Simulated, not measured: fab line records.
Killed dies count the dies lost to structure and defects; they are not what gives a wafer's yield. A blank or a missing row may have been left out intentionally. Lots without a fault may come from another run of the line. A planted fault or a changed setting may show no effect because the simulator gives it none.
Which tool is to blame? / flow nand_harc / 12 lots, 36 wafers sampled, at 5 steps of a route of 1302

== WHAT THE GAUGES READ, wafer by wafer ==
NHARC_P_STI_INSPECT_25.
lot=L647; measured=day 4 17:10; on=defect_inspect-02; raw_defect_count=223 288 183
lot=L649; measured=day 5 14:55; on=defect_inspect-02; raw_defect_count=164 184 237
lot=L650; measured=day 6 01:31; on=defect_inspect-01; raw_defect_count=205 186 188
lot=L651; measured=day 6 18:28; on=defect_inspect-02; raw_defect_count=188 190 221
lot=L652; measured=day 7 06:02; on=defect_inspect-01; raw_defect_count=170 181 252
lot=L653; measured=day 7 13:23; on=defect_inspect-02; raw_defect_count=320 268 217
lot=L654; measured=day 8 02:59; on=defect_inspect-01; raw_defect_count=214 206 190
lot=L658; measured=day 9 07:14; on=defect_inspect-01; raw_defect_count=153 240 146
lot=L663; measured=day 11 09:58; on=defect_inspect-02; raw_defect_count=222 247 157
lot=L664; measured=day 11 20:37; on=defect_inspect-02; raw_defect_count=171 168 213
lot=L667; measured=day 13 02:36; on=defect_inspect-01; raw_defect_count=297 285 231
lot=L668; measured=day 13 11:47; on=defect_inspect-01; raw_defect_count=413 257 266

NHARC_END_SORT_01.
lot=L658; measured=day 29 15:57; on=prober-02; killed_at_array=81; killed_at_other=0; killed_at_periphery=5; killed_dies=86; killed_open=3; killed_short=2

== WHICH TOOL RAN EACH LOT (tool, then ch and the chambers of the sampled wafers, then the start) ==
lot=L647; NHARC_P_ZERO_WELL_ETCH_65=rie_diel-09 ch 1,3, day 2 17:29; NHARC_P_STI_ETCH_42=rie_diel-01 ch 0,1,2, day 3 14:57; NHARC_P_STI_ETCH_15=rie_si-03 ch 1,2,3, day 3 15:08
lot=L649; NHARC_P_ZERO_WELL_ETCH_65=rie_diel-11 ch 0,1,2, day 3 13:22; NHARC_P_STI_ETCH_42=rie_diel-01 ch 0,3, day 4 10:07; NHARC_P_STI_ETCH_15=rie_si-02 ch 1,2,3, day 4 10:19
lot=L650; NHARC_P_ZERO_WELL_ETCH_65=rie_diel-05 ch 0,1,3, day 3 23:30; NHARC_P_STI_ETCH_42=rie_diel-08 ch 0,2,3, day 4 22:26; NHARC_P_STI_ETCH_15=rie_si-05 ch 2,3, day 4 22:37
lot=L651; NHARC_P_ZERO_WELL_ETCH_65=rie_diel-05 ch 0,1, day 4 09:31; NHARC_P_STI_ETCH_42=rie_diel-01 ch 0,3, day 5 09:40; NHARC_P_STI_ETCH_15=rie_si-05 ch 0,2,3, day 5 09:52
lot=L652; NHARC_P_ZERO_WELL_ETCH_65=rie_diel-09 ch 1,2, day 4 19:24; NHARC_P_STI_ETCH_42=rie_diel-08 ch 0,1, day 5 17:55; NHARC_P_STI_ETCH_15=rie_si-05 ch 0,3, day 5 18:07
lot=L653; NHARC_P_ZERO_WELL_ETCH_65=rie_diel-11 ch 1,2, day 5 05:31; NHARC_P_STI_ETCH_42=rie_diel-01 ch 2,3, day 6 04:05; NHARC_P_STI_ETCH_15=rie_si-03 ch 0,1,2, day 6 04:20
lot=L654; NHARC_P_ZERO_WELL_ETCH_65=rie_diel-11 ch 0,1, day 5 15:29; NHARC_P_STI_ETCH_42=rie_diel-01 ch 1,3, day 6 17:22; NHARC_P_STI_ETCH_15=rie_si-05 ch 0,2,3, day 6 17:35
lot=L658; NHARC_P_ZERO_WELL_ETCH_65=rie_diel-05 ch 1,2,3, day 7 07:38; NHARC_P_STI_ETCH_42=rie_diel-08 ch 0,3, day 8 05:13; NHARC_P_STI_ETCH_15=rie_si-03 ch 0,3, day 8 05:27
lot=L663; NHARC_P_ZERO_WELL_ETCH_65=rie_diel-11 ch 1,2,3, day 9 09:32; NHARC_P_STI_ETCH_42=rie_diel-12 ch 1,2,3, day 10 08:55; NHARC_P_STI_ETCH_15=rie_si-02 ch 0,3, day 10 09:06
lot=L664; NHARC_P_ZERO_WELL_ETCH_65=rie_diel-09 ch 0,2,3, day 9 19:30; NHARC_P_STI_ETCH_42=rie_diel-01 ch 1,2,3, day 10 18:51; NHARC_P_STI_ETCH_15=rie_si-03 ch 2,3, day 10 19:02
lot=L667; NHARC_P_ZERO_WELL_ETCH_65=rie_diel-05 ch 1,2, day 11 01:29; NHARC_P_STI_ETCH_42=rie_diel-12 ch 0,1, day 11 23:56; NHARC_P_STI_ETCH_15=rie_si-05 ch 0,1,3, day 12 00:09
lot=L668; NHARC_P_ZERO_WELL_ETCH_65=rie_diel-11 ch 1,2,3, day 11 11:29; NHARC_P_STI_ETCH_42=rie_diel-01 ch 0,1,3, day 12 08:20; NHARC_P_STI_ETCH_15=rie_si-03 ch 0,2,3, day 12 08:31
- NHARC_P_ZERO_WELL_ETCH_65: etches the open film in N2/H2, target depth 80 nm, overetch 24 nm, time 87.88 s.
- NHARC_P_STI_ETCH_42: etches the open film in N2/H2, target depth 80 nm, overetch 24 nm, time 61 s.
- NHARC_P_STI_ETCH_15: etches the open film in HBr/Cl2, target depth 300 nm, time 100.1 s.

== WHAT THE TOOLS THEMSELVES READ (means of the sampled wafers that have a number; where no wafer has one, the mark that the record gives instead) ==
NHARC_P_ZERO_WELL_ETCH_65.
lot=L647; tool=rie_diel-09; drypump_motor_current_A (A)=5.39; oes_product_au (a.u.)=1.008; rf_vpp_V (V)=429.4; showerhead_plenum_p_Torr (Torr)=2.00; throttle_valve_pct (%)=14.167
lot=L649; tool=rie_diel-11; drypump_motor_current_A (A)=5.84; oes_product_au (a.u.)=1.005; rf_vpp_V (V)=427.9; showerhead_plenum_p_Torr (Torr)=1.94; throttle_valve_pct (%)=14.174
lot=L650; tool=rie_diel-05; drypump_motor_current_A (A)=5.80; oes_product_au (a.u.)=0.991; rf_vpp_V (V)=430.1; showerhead_plenum_p_Torr (Torr)=2.00; throttle_valve_pct (%)=14.181
lot=L651; tool=rie_diel-05; drypump_motor_current_A (A)=5.64; oes_product_au (a.u.)=0.981; rf_vpp_V (V)=429.7; showerhead_plenum_p_Torr (Torr)=1.96; throttle_valve_pct (%)=14.181
lot=L652; tool=rie_diel-09; drypump_motor_current_A (A)=5.67; oes_product_au (a.u.)=0.995; rf_vpp_V (V)=432.3; showerhead_plenum_p_Torr (Torr)=2.13; throttle_valve_pct (%)=14.169
lot=L653; tool=rie_diel-11; drypump_motor_current_A (A)=5.87; oes_product_au (a.u.)=0.994; rf_vpp_V (V)=427.6; showerhead_plenum_p_Torr (Torr)=1.93; throttle_valve_pct (%)=14.171
lot=L654; tool=rie_diel-11; drypump_motor_current_A (A)=5.62; oes_product_au (a.u.)=1.000; rf_vpp_V (V)=427.4; showerhead_plenum_p_Torr (Torr)=1.94; throttle_valve_pct (%)=14.171
lot=L658; tool=rie_diel-05; drypump_motor_current_A (A)=5.97; oes_product_au (a.u.)=0.987; rf_vpp_V (V)=431.3; showerhead_plenum_p_Torr (Torr)=2.05; throttle_valve_pct (%)=14.180
lot=L663; tool=rie_diel-11; drypump_motor_current_A (A)=5.74; oes_product_au (a.u.)=0.988; rf_vpp_V (V)=428.3; showerhead_plenum_p_Torr (Torr)=1.96; throttle_valve_pct (%)=14.162
lot=L664; tool=rie_diel-09; drypump_motor_current_A (A)=5.51; oes_product_au (a.u.)=0.993; rf_vpp_V (V)=428.0; showerhead_plenum_p_Torr (Torr)=1.97; throttle_valve_pct (%)=14.174
lot=L667; tool=rie_diel-05; drypump_motor_current_A (A)=5.97; oes_product_au (a.u.)=0.987; rf_vpp_V (V)=430.2; showerhead_plenum_p_Torr (Torr)=2.05; throttle_valve_pct (%)=14.169
lot=L668; tool=rie_diel-11; drypump_motor_current_A (A)=5.74; oes_product_au (a.u.)=0.992; rf_vpp_V (V)=428.1; showerhead_plenum_p_Torr (Torr)=1.96; throttle_valve_pct (%)=14.174

NHARC_P_STI_ETCH_42.
lot=L647; tool=rie_diel-01; drypump_motor_current_A (A)=5.5; oes_product_au (a.u.)=1.000; rf_vpp_V (V)=429.4; showerhead_plenum_p_Torr (Torr)=2.01; throttle_valve_pct (%)=14.169
lot=L649; tool=rie_diel-01; drypump_motor_current_A (A)=5.0; oes_product_au (a.u.)=1.015; rf_vpp_V (V)=432.7; showerhead_plenum_p_Torr (Torr)=2.12; throttle_valve_pct (%)=14.164
lot=L650; tool=rie_diel-08; drypump_motor_current_A (A)=5.5; oes_product_au (a.u.)=1.008; rf_vpp_V (V)=430.8; showerhead_plenum_p_Torr (Torr)=2.04; throttle_valve_pct (%)=14.182
lot=L651; tool=rie_diel-01; drypump_motor_current_A (A)=5.1; oes_product_au (a.u.)=1.015; rf_vpp_V (V)=433.1; showerhead_plenum_p_Torr (Torr)=2.12; throttle_valve_pct (%)=14.168
lot=L652; tool=rie_diel-08; drypump_motor_current_A (A)=5.0; oes_product_au (a.u.)=1.006; rf_vpp_V (V)=428.3; showerhead_plenum_p_Torr (Torr)=1.99; throttle_valve_pct (%)=14.172
lot=L653; tool=rie_diel-01; drypump_motor_current_A (A)=5.7; oes_product_au (a.u.)=1.002; rf_vpp_V (V)=434.1; showerhead_plenum_p_Torr (Torr)=2.14; throttle_valve_pct (%)=14.173
lot=L654; tool=rie_diel-01; drypump_motor_current_A (A)=5.5; oes_product_au (a.u.)=0.951; rf_vpp_V (V)=432.1; showerhead_plenum_p_Torr (Torr)=2.12; throttle_valve_pct (%)=14.174
lot=L658; tool=rie_diel-08; drypump_motor_current_A (A)=5.7; oes_product_au (a.u.)=1.004; rf_vpp_V (V)=432.4; showerhead_plenum_p_Torr (Torr)=2.11; throttle_valve_pct (%)=14.178
lot=L663; tool=rie_diel-12; drypump_motor_current_A (A)=5.6; oes_product_au (a.u.)=0.994; rf_vpp_V (V)=429.0; showerhead_plenum_p_Torr (Torr)=1.99; throttle_valve_pct (%)=14.173
lot=L664; tool=rie_diel-01; drypump_motor_current_A (A)=5.8; oes_product_au (a.u.)=1.001; rf_vpp_V (V)=430.2; showerhead_plenum_p_Torr (Torr)=2.05; throttle_valve_pct (%)=14.167
lot=L667; tool=rie_diel-12; drypump_motor_current_A (A)=6.3; oes_product_au (a.u.)=1.004; rf_vpp_V (V)=430.6; showerhead_plenum_p_Torr (Torr)=2.04; throttle_valve_pct (%)=14.171
lot=L668; tool=rie_diel-01; drypump_motor_current_A (A)=5.3; oes_product_au (a.u.)=0.995; rf_vpp_V (V)=432.3; showerhead_plenum_p_Torr (Torr)=2.07; throttle_valve_pct (%)=14.166

NHARC_P_STI_ETCH_15.
lot=L647; tool=rie_si-03; drypump_motor_current_A (A)=6.2; oes_product_au (a.u.)=0.993; throttle_valve_pct (%)=26.407
lot=L649; tool=rie_si-02; drypump_motor_current_A (A)=5.7; oes_product_au (a.u.)=1.003; throttle_valve_pct (%)=26.406
lot=L650; tool=rie_si-05; drypump_motor_current_A (A)=5.7; oes_product_au (a.u.)=0.994; throttle_valve_pct (%)=26.407
lot=L651; tool=rie_si-05; drypump_motor_current_A (A)=5.8; oes_product_au (a.u.)=0.994; throttle_valve_pct (%)=26.401
lot=L652; tool=rie_si-05; drypump_motor_current_A (A)=6.1; oes_product_au (a.u.)=1.004; throttle_valve_pct (%)=26.402
lot=L653; tool=rie_si-03; drypump_motor_current_A (A)=6.1; oes_product_au (a.u.)=0.999; throttle_valve_pct (%)=26.402
lot=L654; tool=rie_si-05; drypump_motor_current_A (A)=5.8; oes_product_au (a.u.)=1.006; throttle_valve_pct (%)=26.408
lot=L658; tool=rie_si-03; drypump_motor_current_A (A)=6.0; oes_product_au (a.u.)=0.989; throttle_valve_pct (%)=26.403
lot=L663; tool=rie_si-02; drypump_motor_current_A (A)=5.3; oes_product_au (a.u.)=1.000; throttle_valve_pct (%)=26.406
lot=L664; tool=rie_si-03; drypump_motor_current_A (A)=6.2; oes_product_au (a.u.)=1.003; throttle_valve_pct (%)=26.412
lot=L667; tool=rie_si-05; drypump_motor_current_A (A)=6.0; oes_product_au (a.u.)=0.994; throttle_valve_pct (%)=26.409
lot=L668; tool=rie_si-03; drypump_motor_current_A (A)=6.1; oes_product_au (a.u.)=0.998; throttle_valve_pct (%)=26.403

== THE ANSWER, worked out from the rows above alone ==
Rule: usual is defined by the lots themselves. Put in order of their means at a reading, lots are off if they are a third of the lots or fewer, leave a main group of 4 or more, and stand apart from it by a gap of 3 or more times the standard deviation of the main group's means; of several such gaps the widest counts. A main group whose means are all the same, to the digits that the tables above print for the reading, isn't used. A lot without any number at a reading at which 4 lots or more have one is off too. The other lots that the step has rows for count as sound. Order of review: gauges by route order, followed by the tools' own readings, for which a lot's mean as printed above is used. The first step at which some lot is off is used, and at that step the reading that is off furthest; a lot without a number counts as furthest.
Off, at NHARC_P_STI_ETCH_42 on oes_product_au: L654. For the main group the mean is 1.004 a.u. and the standard deviation 0.0066.
A tool fits if, at that step or a process step before it, it ran every lot that is off, and no sound lot after the first of them. Not one of the candidates tried fits.

== WHAT THE SIMULATOR HAD PUT IN ==
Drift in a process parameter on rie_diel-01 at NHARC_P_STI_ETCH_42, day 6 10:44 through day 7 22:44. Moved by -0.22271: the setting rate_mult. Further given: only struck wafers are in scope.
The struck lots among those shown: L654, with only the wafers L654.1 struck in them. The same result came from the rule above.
